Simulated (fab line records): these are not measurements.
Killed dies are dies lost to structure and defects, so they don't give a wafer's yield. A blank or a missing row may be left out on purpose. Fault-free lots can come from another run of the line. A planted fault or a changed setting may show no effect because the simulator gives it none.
fab line records    flow n5Finfet
record lots=7  wafers=21
route steps=1938 shown BEOL_M4@1047 BEOL_M5@1142 BEOL_M6@1230 BEOL_M7@1293 BEOL_M8@1339
startH: start of the lot's first displayed wafer, in hours after the record's first day    waitH: time in hours since the lot's previous step    " the same as in the row above    L1.1+2: a single row standing in for several wafers    - value missing, or start not given    * or withheld: withheld    < > ~ a bound
route shown NAME@n: names a module that has steps shown in the file, with the first one's number in the route    usual: mean and standard deviation over wafers with no fault    same: alike in all rows    chamber/n: place in a boat    sites: the reading at each site    _std_site: standard deviation of those values    _edge_site: inner sites' mean taken away from outer sites' mean    radiusMm: for every site, how far away it sits from the centre of the wafer    mask NAME#n: copy n    behind: the last tool/chamber to shape the wafer    hold: why the lot was held/for how many hours/how that ended    device: transistor that didn't switch, given as n, p or np    end of line: tests of these same wafers at the route's end    step lacking rows: just its recipe    killed: the dies lost at the first sort to structure and to defects; this is not the yield of the wafer    map: a wafer's dies, x killed, . not, _ none there
set.NAME: the setting the step ran with; set.NAME@STEP: the setting that earlier step ran with    model.NAME: the simulator's own value behind a step, which no gauge read
lots run with intentionally changed settings; tables by step, rows by wafer
## steps
# step N5_BEOL_M4_COAT_67
# recipe resist=SOC  tempC=250  timeS=60  spinRpm=1500  resistThkNm=60
lot.wafer   tool           chamber  startH  waitH  set.spinRpm  model.SOC_of_BEOL_M4_COAT_67.thkNm
L079.4+5+6  lithoTrack-02  0        194.35  0.0    1500         60.2
L077.3+5    lithoTrack-05  0        197.66  0.0    1646         57
L077.6      "              0        "       "      1500         59.8
L080.4      lithoTrack-02  0        203.55  0.0    1500         60
L080.5+6    "              0        "       "      1361         63
L084.2      lithoTrack-03  0        242.32  0.0    1564         59
L084.3      "              0        "       "      1500         60
L084.6      "              0        "       "      1564         59.2
L085.2      lithoTrack-02  0        246.93  0.0    1500         60
L085.3+5    "              0        "       "      1500         60.2
L087.1      lithoTrack-05  0        258.92  0.0    1500         60
L087.3      "              0        "       "      1500         59.8
L087.6      "              0        "       "      1656         57
L097.1+3    lithoTrack-03  0        331.81  0.0    1383         62.6
L097.5      "              0        "       "      1500         60
# step N5_BEOL_M4_COAT_68
# recipe resist=SiARC  tempC=220  timeS=60  spinRpm=1500  resistThkNm=12
# step N5_BEOL_M4_COAT_76
# recipe resist=underlayer  tempC=205  timeS=60  spinRpm=1500  resistThkNm=5
# step N5_BEOL_M4_ALD_98
# recipe material=SiO2  targetThkA=25  tempC=100  aldPrecursorFamily=BDEAS  aldCoReactant=O2-plasma  pulseTimeS=1  coReactantPulseTimeS=1  purgeTimeS=2  coReactantPurgeTimeS=2  aldCycles=17  pressureTorr=2
# step N5_BEOL_M4_ETCHBACK_99
# recipe chemistry=CHF3  target=SiO2  targetDepthA=50  timeS=10.4  sourceW=215  biasW=47  Ar_flow_sccm=200  CHF3_flow_sccm=12  ionEnergyEv=100  pressureMtorr=30
# step N5_BEOL_M4_ETCH_70
# recipe chemistry=N2/H2  target=SOC  targetDepthA=800  overetchA=240  maskMaterial=SiARC  tempC=40  timeS=130  ionEnergyEv=200  pressureMtorr=30  sourceW=840  biasW=150  n2FlowSccm=200  h2FlowSccm=200
lot.wafer  tool        chamber  startH  waitH  set.spinRpm@BEOL_M4_COAT_67  model.etch.depthNm
L077.3     rieDiel-06  3        202.25  0.0    1646                         56.98
L077.5     "           2        "       "      1646                         56.97
L077.6     "           1        "       "      1500                         59.87
L079.4     rieDiel-02  2        202.25  0.0    1500                         60.22
L079.5     "           0        "       "      1500                         60.15
L079.6     "           3        "       "      1500                         60.13
L080.4     rieDiel-06  2        208.06  0.0    1500                         59.9
L080.5     "           1        "       "      1361                         63.03
L080.6     "           2        "       "      1361                         63.06
L084.2     rieDiel-06  3        247.00  0.0    1564                         58.94
L084.3     "           2        "       "      1500                         60.09
L084.6     "           0        "       "      1564                         59.11
L085.2     rieDiel-05  3        254.96  0.0    1500                         59.99
L085.3+5   "           0,3      "       "      1500                         60.17
L087.1     rieDiel-02  0        260.23  0.0    1500                         60.03
L087.3     "           1        "       "      1500                         59.85
L087.6     "           2        "       "      1656                         57.08
L097.1     rieDiel-05  0        335.50  0.0    1383                         62.52
L097.3     "           0        "       "      1383                         62.63
L097.5     "           2        "       "      1500                         59.98
# step N5_BEOL_M4_VIA_ETCH_34
# recipe chemistry=C4F6/O2  targetDepthA=694  maskMaterial=SOC  pressureMtorr=15  ionEnergyEv=250  taperDeg=4  timeS=65.9  sourceW=350  biasW=170  Ar_flow_sccm=300  C4F6_flow_sccm=10  O2_flow_sccm=10
lot.wafer  tool        chamber  startH  waitH  set.sourceW  set.spinRpm@BEOL_M4_COAT_67  model.SOC_of_BEOL_M4_COAT_67.thkNm
L077.3     rieDiel-06  3        202.35  0.0    350          1646                         48.8
L077.5     "           2        "       "      368.3        1646                         48.2
L077.6     "           1        "       "      350          1500                         51.4
L079.4+5   rieDiel-02  2,0      202.35  0.0    350          1500                         52
L079.6     "           3        "       "      350          1500                         51.8
L080.4     rieDiel-06  2        208.16  0.0    326          1500                         51.6
L080.5     "           1        "       "      326          1361                         54.8
L080.6     "           2        "       "      326          1361                         54.6
L084.2     rieDiel-06  3        247.10  0.0    319.9        1564                         51.2
L084.3     "           2        "       "      319.9        1500                         51.8
L084.6     "           0        "       "      319.9        1564                         51.6
L085.2     rieDiel-05  3        255.06  0.0    350          1500                         51.8
L085.3     "           0        "       "      387.8        1500                         52
L085.5     "           3        "       "      350          1500                         52
L087.1     rieDiel-02  0        260.34  0.0    350          1500                         51.8
L087.3     "           1        "       "      325.5        1500                         51.8
L087.6     "           2        "       "      350          1656                         48.8
L097.1     rieDiel-05  0        335.66  0.0    410.9        1383                         54
L097.3     "           0        "       "      350          1383                         54.6
L097.5     "           2        "       "      350          1500                         52.2
# step N5_BEOL_M4_TRENCH_ETCH_37
# recipe chemistry=C4F6/O2  targetDepthA=555.55  target=SiOC  timeS=29.2  ionEnergyEv=250  pressureMtorr=30  sourceW=355  biasW=185  Ar_flow_sccm=300  C4F6_flow_sccm=10  O2_flow_sccm=10
# usual rfVppV=655/17
lot.wafer  tool        chamber  startH  waitH  set.biasW  rfVppV
L077.3     rieDiel-06  3        -       -      185        674
L077.5     "           2        "       "      185        673
L077.6     "           1        "       "      185        665
L079.4     rieDiel-02  2        -       -      185        656
L079.5     "           0        "       "      185        682
L079.6     "           3        "       "      185        632
L080.4     rieDiel-06  2        -       -      204.1      726
L080.5     "           1        "       "      204.1      721
L080.6     "           2        "       "      185        673
L084.2     rieDiel-06  3        -       -      159.5      601
L084.3     "           2        "       "      185        673
L084.6     "           0        "       "      185        642
L085.2     rieDiel-05  3        -       -      202.3      706
L085.3     "           0        "       "      185        641
L085.5     "           3        "       "      185        658
L087.1     rieDiel-02  0        -       -      185        682
L087.3     "           1        "       "      163.6      603
L087.6     "           2        "       "      185        656
L097.1     rieDiel-05  0        -       -      201.1      683
L097.3     "           0        "       "      185        640
L097.5     "           2        "       "      201.1      673
# step N5_BEOL_M5_COAT_22
# recipe resist=CAR-EUV  spinRpm=1500  resistThkNm=30
lot.wafer   tool           chamber  startH  waitH  set.spinRpm  model.CAR-EUV_of_BEOL_M5_COAT_22.thkNm
L077.3+6    lithoTrack-01  0        -       -      1577         29.2
L077.5      "              0        "       "      1500         30
L079.4+5+6  lithoTrack-05  0        -       -      1500         30
L080.4+5    lithoTrack-01  0        -       -      1500         30
L080.6      "              0        "       "      1500         29.8
L084.2      lithoTrack-01  0        -       -      1500         29.8
L084.3      "              0        "       "      1500         30
L084.6      "              0        "       "      1458         30.4
L085.2      lithoTrack-01  0        -       -      1548         29.6
L085.3+5    "              0        "       "      1500         30
L087.1+3    lithoTrack-05  0        -       -      1360         31.4
L087.6      "              0        "       "      1500         30
L097.1+3    lithoTrack-04  0        -       -      1571         29.4
L097.5      "              0        "       "      1500         30.2
# step N5_BEOL_M5_EXPOSE_25
# recipe maskId=V4  na=0.33  sourceShape=quasar  sigmaInner=0.2  sigmaOuter=0.6  polarization=unpolarized  defocusNm=10  doseMj=52.75
lot.wafer   tool           chamber  startH  waitH  mask  set.doseMj
L077.3+5+6  euvScanner-02  0        210.87  -      V4#0  52.75
L079.4+5+6  euvScanner-02  0        210.93  -      V4#0  52.75
L080.4      euvScanner-01  0        220.04  -      V4#0  52.75
L080.5+6    "              0        "       "      V4#0  54.49
L084.2+3    euvScanner-02  0        257.56  -      V4#0  52.75
L084.6      "              0        "       "      V4#0  51.67
L085.2+3    euvScanner-02  0        266.16  -      V4#0  52.75
L085.5      "              0        "       "      V4#0  55.76
L087.1+3+6  euvScanner-02  0        269.14  -      V4#0  52.75
L097.1+3    euvScanner-01  0        346.43  -      V4#0  52.75
L097.5      "              0        "       "      V4#0  51.73
# step N5_BEOL_M5_PEB_26
# recipe pebTempC=100  pebTimeS=60  resist=CAR-EUV
# step N5_BEOL_M5_DEVELOP_27
# recipe developTimeS=30  developer=TMAH  resist=CAR-EUV  rinseLiquid=surfactantRinse  dry=airSpin  devTempC=23
# step N5_BEOL_M5_DESCUM_33
# recipe chemistry=O2  timeS=7  sourcePowerW=50  biasPowerW=20  pressureMtorr=20  rfFrequencyHz=2.712e+07  tempC=40  resist=CAR-EUV  o2FlowSccm=225
lot.wafer   tool        chamber  startH  waitH  set.spinRpm@BEOL_M5_COAT_22  model.CAR-EUV_of_BEOL_M5_COAT_22.thkNm
L077.3+6    rieDiel-01  1        211.44  0.4    1577                         25.4
L077.5      "           2        "       "      1500                         26.2
L079.4+5+6  rieDiel-03  0,3,0    211.45  0.3    1500                         26
L080.4+5+6  rieDiel-03  0,3,2    220.28  0.0    1500                         26
L084.2+3    rieDiel-01  0,1      258.12  0.3    1500                         26
L084.6      "           0        "       "      1458                         26.6
L085.2      rieDiel-01  3        266.50  0.1    1548                         25.6
L085.3+5    "           1        "       "      1500                         26.2
L087.1+3    rieDiel-04  2,1      270.13  0.7    1360                         27.6
L087.6      "           1        "       "      1500                         26
L097.1      rieDiel-01  0        346.70  0.0    1571                         25.4
L097.3      "           2        "       "      1571                         25.6
L097.5      "           3        "       "      1500                         26
# step N5_BEOL_M6_DESCUM_33
# recipe chemistry=O2  timeS=7  sourcePowerW=50  biasPowerW=20  pressureMtorr=20  rfFrequencyHz=2.712e+07  tempC=40  resist=CAR-EUV  o2FlowSccm=225
lot.wafer   tool        chamber  startH  waitH  set.timeS  model.CAR-EUV_of_BEOL_M6_COAT_22.thkNm
L077.3      rieDiel-05  2        227.02  0.1    6.031      26.6
L077.5+6    "           2,3      "       "      7          26
L079.4      rieDiel-02  2        227.26  0.0    7          26
L079.5+6    "           1,0      "       "      7          26.2
L080.4      rieDiel-06  2        233.13  0.0    5.827      26.6
L080.5      "           1        "       "      5.827      26.8
L080.6      "           0        "       "      7          26.2
L084.2+6    rieDiel-06  2        269.60  0.1    7          26.2
L084.3      "           0        "       "      7.834      25.8
L087.1      rieDiel-06  0        281.60  0.0    7.76       25.8
L087.3+6    "           3,2      "       "      7          26.2
L085.2+3+5  rieDiel-05  3,0,0    281.83  0.0    7          26.2
L097.1      rieDiel-06  3        361.02  0.1    6.161      26.6
L097.3      "           1        "       "      6.161      26.4
L097.5      "           3        "       "      7          26.2
# step N5_BEOL_M7_EXPOSE_25
# recipe maskId=V6  na=0.33  sourceShape=annular  sigmaInner=0.4  sigmaOuter=0.8  polarization=unpolarized  targetCdNm=40  doseMj=42.5
lot.wafer   tool           chamber  startH  waitH  mask  set.doseMj
L077.3+5+6  euvScanner-01  0        232.81  -      V6#0  42.5
L079.4+5+6  euvScanner-02  0        235.47  -      V6#0  42.5
L080.4+5    euvScanner-01  0        240.45  -      V6#0  45.17
L080.6      "              0        "       "      V6#0  42.5
L084.2      euvScanner-02  0        276.96  -      V6#0  42.5
L084.3+6    "              0        "       "      V6#0  41.05
L087.1+6    euvScanner-02  0        288.68  -      V6#0  39.94
L087.3      "              0        "       "      V6#0  42.5
L085.2+5    euvScanner-01  0        288.97  -      V6#0  42.5
L085.3      "              0        "       "      V6#0  45.08
L097.1+3+5  euvScanner-01  0        368.57  -      V6#0  42.5
# step N5_BEOL_M7_PEB_26
# recipe pebTempC=100  pebTimeS=60  resist=CAR-EUV
# step N5_BEOL_M7_DEVELOP_27
# recipe developTimeS=30  developer=TMAH  resist=CAR-EUV  rinseLiquid=surfactantRinse  dry=airSpin  devTempC=23
# step N5_BEOL_M7_CD_MEAS_28
# recipe targetCdNm=40  landingEnergyEv=500  detector=seInlens
# usual cdNm=39.97/0.24
lot.wafer  tool      chamber  startH  waitH  set.doseMj@BEOL_M7_EXPOSE_25  cdNm
L077.3     cdSem-01  0        232.93  -      42.5                          39.91
L077.5     "         0        "       "      42.5                          39.95
L077.6     "         0        "       "      42.5                          40.01
L079.4     cdSem-01  0        235.59  -      42.5                          40.18
L079.5     "         0        "       "      42.5                          40.05
L079.6     "         0        "       "      42.5                          40.08
L080.4     cdSem-02  0        240.56  -      45.17                         41.32
L080.5     "         0        "       "      45.17                         41.21
L080.6     "         0        "       "      42.5                          39.62
L084.2     cdSem-02  0        277.09  -      42.5                          39.92
L084.3     "         0        "       "      41.05                         39.03
L084.6     "         0        "       "      41.05                         39.59
L087.1     cdSem-01  0        288.81  -      39.94                         38.36
L087.3     "         0        "       "      42.5                          39.30
L087.6     "         0        "       "      39.94                         38.44
L085.2     cdSem-01  0        289.10  -      42.5                          39.77
L085.3     "         0        "       "      45.08                         40.61
L085.5     "         0        "       "      42.5                          40.14
L097.1     cdSem-03  0        368.71  -      42.5                          40.06
L097.3     "         0        "       "      42.5                          39.78
L097.5     "         0        "       "      42.5                          39.69
# step N5_BEOL_M7_DESCUM_33
# recipe chemistry=O2  timeS=7  sourcePowerW=50  biasPowerW=20  pressureMtorr=20  rfFrequencyHz=2.712e+07  tempC=40  resist=CAR-EUV  o2FlowSccm=225
lot.wafer  tool        chamber  startH  waitH  set.doseMj@BEOL_M7_EXPOSE_25  model.BEOL_M7.cdNm
L077.3     rieDiel-03  2        233.05  0.0    42.5                          40
L077.5     "           0        "       "      42.5                          40.2
L077.6     "           3        "       "      42.5                          39.8
L079.4     rieDiel-03  1        235.89  0.2    42.5                          40.2
L079.5     "           2        "       "      42.5                          39.8
L079.6     "           1        "       "      42.5                          40
L080.4     rieDiel-03  0        240.68  0.0    45.17                         41.6
L080.5     "           0        "       "      45.17                         41.4
L080.6     "           1        "       "      42.5                          39.8
L084.2     rieDiel-04  0        277.21  0.0    42.5                          40
L084.3     "           1        "       "      41.05                         39.4
L084.6     "           2        "       "      41.05                         39.6
L087.1     rieDiel-04  1        289.36  0.4    39.94                         38.6
L087.3     "           3        "       "      42.5                          39.6
L087.6     "           1        "       "      39.94                         38.8
L085.2     rieDiel-01  3        289.65  0.5    42.5                          39.6
L085.3     "           1        "       "      45.08                         41
L085.5     "           2        "       "      42.5                          39.8
L097.1     rieDiel-04  2        368.83  0.0    42.5                          40
L097.3+5   "           0        "       "      42.5                          39.8
# step N5_BEOL_M7_ETCH_72
# recipe chemistry=N2/H2  target=underlayer  targetDepthA=65  maskMaterial=CAR-EUV  timeS=5.2  ionEnergyEv=200  pressureMtorr=30  sourceW=840  biasW=150  n2FlowSccm=200  h2FlowSccm=200  ends=cleared
lot.wafer  tool        chamber  startH  waitH  set.doseMj@BEOL_M7_EXPOSE_25  model.BEOL_M7.cdNm
L077.3     rieDiel-03  2        233.08  0.0    42.5                          40
L077.5     "           0        "       "      42.5                          40.2
L077.6     "           3        "       "      42.5                          39.8
L079.4     rieDiel-03  1        235.92  0.0    42.5                          40.2
L079.5     "           2        "       "      42.5                          39.8
L079.6     "           1        "       "      42.5                          40
L080.4     rieDiel-03  0        240.72  0.0    45.17                         41.6
L080.5     "           0        "       "      45.17                         41.4
L080.6     "           1        "       "      42.5                          39.8
L084.2     rieDiel-04  0        277.24  0.0    42.5                          39.8
L084.3     "           1        "       "      41.05                         39.4
L084.6     "           2        "       "      41.05                         39.6
L087.1     rieDiel-04  1        289.39  0.0    39.94                         38.6
L087.3     "           3        "       "      42.5                          39.6
L087.6     "           1        "       "      39.94                         38.8
L085.2     rieDiel-01  3        289.68  0.0    42.5                          39.6
L085.3     "           1        "       "      45.08                         40.8
L085.5     "           2        "       "      42.5                          39.8
L097.1     rieDiel-04  2        368.86  0.0    42.5                          40
L097.3+5   "           0        "       "      42.5                          39.6
# step N5_BEOL_M7_ETCH_65
# recipe chemistry=CF4  target=SiARC  targetDepthA=156  maskMaterial=CAR-EUV  timeS=26  ionEnergyEv=80  pressureMtorr=40  sourceW=545  biasW=36  Ar_flow_sccm=100  cf4FlowSccm=100  ends=cleared
# step N5_BEOL_M7_ETCH_66
# recipe chemistry=N2/H2  target=SOC  targetDepthA=800  overetchA=160  maskMaterial=SiARC  tempC=40  timeS=120  ionEnergyEv=200  pressureMtorr=30  sourceW=840  biasW=150  n2FlowSccm=200  h2FlowSccm=200
lot.wafer  tool        chamber  startH  waitH  set.doseMj@BEOL_M7_EXPOSE_25  model.BEOL_M7.cdNm
L077.3+5   rieDiel-03  2,0      233.13  0.0    42.5                          40
L077.6     "           3        "       "      42.5                          40.2
L079.4+5   rieDiel-03  1,2      235.97  0.0    42.5                          39.8
L079.6     "           1        "       "      42.5                          39.6
L080.4     rieDiel-03  0        240.76  0.0    45.17                         41.2
L080.5     "           0        "       "      45.17                         41.4
L080.6     "           1        "       "      42.5                          39.4
L084.2     rieDiel-04  0        277.29  0.0    42.5                          40.2
L084.3     "           1        "       "      41.05                         39.4
L084.6     "           2        "       "      41.05                         39.2
L087.1     rieDiel-04  1        289.44  0.0    39.94                         38.4
L087.3     "           3        "       "      42.5                          40
L087.6     "           1        "       "      39.94                         38.8
L085.2+5   rieDiel-01  3,2      289.73  0.0    42.5                          39.8
L085.3     "           1        "       "      45.08                         40.8
L097.1     rieDiel-04  2        368.91  0.0    42.5                          40
L097.3+5   "           0        "       "      42.5                          39.8
# step N5_BEOL_M7_STRIP_69
# recipe chemistry=N2/H2  tempC=40  n2FlowSccm=200  h2FlowSccm=200  rfFrequencyHz=6e+07
# step N5_BEOL_M7_STRIP_73
# recipe chemistry=N2/H2  tempC=40  n2FlowSccm=200  h2FlowSccm=200  rfFrequencyHz=6e+07
# step N5_BEOL_M7_VIA_ETCH_34
# recipe chemistry=C4F6/O2  target=SiCOH_lowk  targetDepthA=1255  maskMaterial=SOC  taperDeg=4  timeS=50.5  ionEnergyEv=250  pressureMtorr=30  sourceW=345  biasW=185  Ar_flow_sccm=300  C4F6_flow_sccm=10  O2_flow_sccm=10
lot.wafer  tool        chamber  startH  waitH  set.doseMj@BEOL_M7_EXPOSE_25  model.BEOL_M7.cdNm
L077.3     rieDiel-03  2        233.23  0.0    42.5                          40
L077.5+6   "           0,3      "       "      42.5                          40.2
L079.4+5   rieDiel-03  1,2      236.07  0.0    42.5                          39.8
L079.6     "           1        "       "      42.5                          39.6
L080.4     rieDiel-03  0        240.86  0.0    45.17                         41.4
L080.5     "           0        "       "      45.17                         41.6
L080.6     "           1        "       "      42.5                          39.6
L084.2     rieDiel-04  0        277.39  0.0    42.5                          40
L084.3     "           1        "       "      41.05                         39.4
L084.6     "           2        "       "      41.05                         39
L087.1     rieDiel-04  1        289.54  0.0    39.94                         38.4
L087.3     "           3        "       "      42.5                          40
L087.6     "           1        "       "      39.94                         38.8
L085.2+5   rieDiel-01  3,2      289.83  0.0    42.5                          40
L085.3     "           1        "       "      45.08                         40.8
L097.1     rieDiel-04  2        369.01  0.0    42.5                          40.2
L097.3+5   "           0        "       "      42.5                          40
# step N5_BEOL_M7_DEP_56
# recipe material=SiCN  targetThkA=100  tempC=withheld  precursor=3MS/NH3  pressureTorr=3  rfW=202  timeS=17.5
lot.wafer  tool      chamber  startH  waitH  set.timeS  model.SiCN_of_BEOL_M7_DEP_56.thkNm
L077.3+6   pecvd-01  2        235.82  0.0    17.5       10.2
L077.5     "         0        "       "      18.32      10.2
L079.4+5   pecvd-01  2        239.38  0.0    17.5       10.4
L079.6     "         0        "       "      17.5       10
L080.4+6   pecvd-04  1,0      243.47  0.0    17.5       10
L080.5     "         2        "       "      19.05      11
L084.2     pecvd-02  2        279.82  0.0    17.5       9.6
L084.3     "         1        "       "      17.5       9.4
L084.6     "         0        "       "      17.5       10
L087.1     pecvd-02  1        293.96  0.0    17.5       9.6
L087.3     "         0        "       "      17.5       9.8
L087.6     "         1        "       "      19.47      10.8
L085.2+5   pecvd-02  1,2      294.24  0.0    15.43      8.4
L085.3     "         2        "       "      17.5       9.6
L097.1     pecvd-02  2        371.77  0.0    20.02      11
L097.3+5   "         1,2      "       "      17.5       9.6
# step N5_BEOL_M8_COAT_05
# recipe resist=CAR-ArF  spinRpm=1500  resistThkNm=90
lot.wafer  tool           chamber  startH  waitH  set.spinRpm  model.CAR-ArF_of_BEOL_M8_COAT_05.thkNm
L077.3+6   lithoTrack-01  0        -       -      1344         95.2
L077.5     "              0        "       "      1500         89.8
L079.4     lithoTrack-01  0        -       -      1500         89.8
L079.5+6   "              0        "       "      1500         90
L080.4     lithoTrack-03  0        -       -      1500         90.4
L080.5+6   "              0        "       "      1500         90
L084.2     lithoTrack-03  0        -       -      1353         95
L084.3     "              0        "       "      1500         90.4
L084.6     "              0        "       "      1500         90.2
L087.1     lithoTrack-03  0        -       -      1500         90.6
L087.3+6   "              0        "       "      1436         92.4
L085.2+5   lithoTrack-03  0        -       -      1500         90.4
L085.3     "              0        "       "      1500         90.2
L097.1     lithoTrack-01  0        -       -      1500         89.8
L097.3     "              0        "       "      1500         90.2
L097.5     "              0        "       "      1500         90
## key
split step=N5_BEOL_M4_COAT_67  setting=spinRpm  stated=1500  by=wafer
response step=N5_BEOL_M4_COAT_67  reading=model.SOC_of_BEOL_M4_COAT_67.thkNm  change=-0.297  per=1%  r=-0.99
response step=N5_BEOL_M4_ETCH_70  reading=model.etch.depthNm  change=-0.304  per=1%  r=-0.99
response step=N5_BEOL_M4_VIA_ETCH_34  reading=model.SOC_of_BEOL_M4_COAT_67.thkNm  change=-0.289  per=1%  r=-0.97
split step=N5_BEOL_M4_VIA_ETCH_34  setting=sourceW  stated=350  by=wafer
response none clear
split step=N5_BEOL_M4_TRENCH_ETCH_37  setting=biasW  stated=185  by=wafer
response step=N5_BEOL_M4_TRENCH_ETCH_37  reading=rfVppV  change=+4.91  per=1%  r=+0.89
split step=N5_BEOL_M5_COAT_22  setting=spinRpm  stated=1500  by=wafer
response step=N5_BEOL_M5_COAT_22  reading=model.CAR-EUV_of_BEOL_M5_COAT_22.thkNm  change=-0.154  per=1%  r=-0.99
response step=N5_BEOL_M5_DESCUM_33  reading=model.CAR-EUV_of_BEOL_M5_COAT_22.thkNm  change=-0.162  per=1%  r=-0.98
split step=N5_BEOL_M5_EXPOSE_25  setting=doseMj  stated=52.75  by=wafer
response none clear
split step=N5_BEOL_M6_DESCUM_33  setting=timeS  stated=7  by=wafer
response step=N5_BEOL_M6_DESCUM_33  reading=model.CAR-EUV_of_BEOL_M6_COAT_22.thkNm  change=-0.0336  per=1%  r=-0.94
split step=N5_BEOL_M7_EXPOSE_25  setting=doseMj  stated=42.5  by=wafer
response step=N5_BEOL_M7_CD_MEAS_28  reading=cdNm  change=+0.176  per=1%  r=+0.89
response step=N5_BEOL_M7_DESCUM_33  reading=model.BEOL_M7.cdNm  change=+0.207  per=1%  r=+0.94
response step=N5_BEOL_M7_ETCH_72  reading=model.BEOL_M7.cdNm  change=+0.192  per=1%  r=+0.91
response step=N5_BEOL_M7_ETCH_66  reading=model.BEOL_M7.cdNm  change=+0.238  per=1%  r=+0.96
response step=N5_BEOL_M7_VIA_ETCH_34  reading=model.BEOL_M7.cdNm  change=+0.225  per=1%  r=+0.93
split step=N5_BEOL_M7_DEP_56  setting=timeS  stated=17.5  by=wafer
response step=N5_BEOL_M7_DEP_56  reading=model.SiCN_of_BEOL_M7_DEP_56.thkNm  change=+0.0968  per=1%  r=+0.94
split step=N5_BEOL_M8_COAT_05  setting=spinRpm  stated=1500  by=wafer
response step=N5_BEOL_M8_COAT_05  reading=model.CAR-ArF_of_BEOL_M8_COAT_05.thkNm  change=-0.494  per=1%  r=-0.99
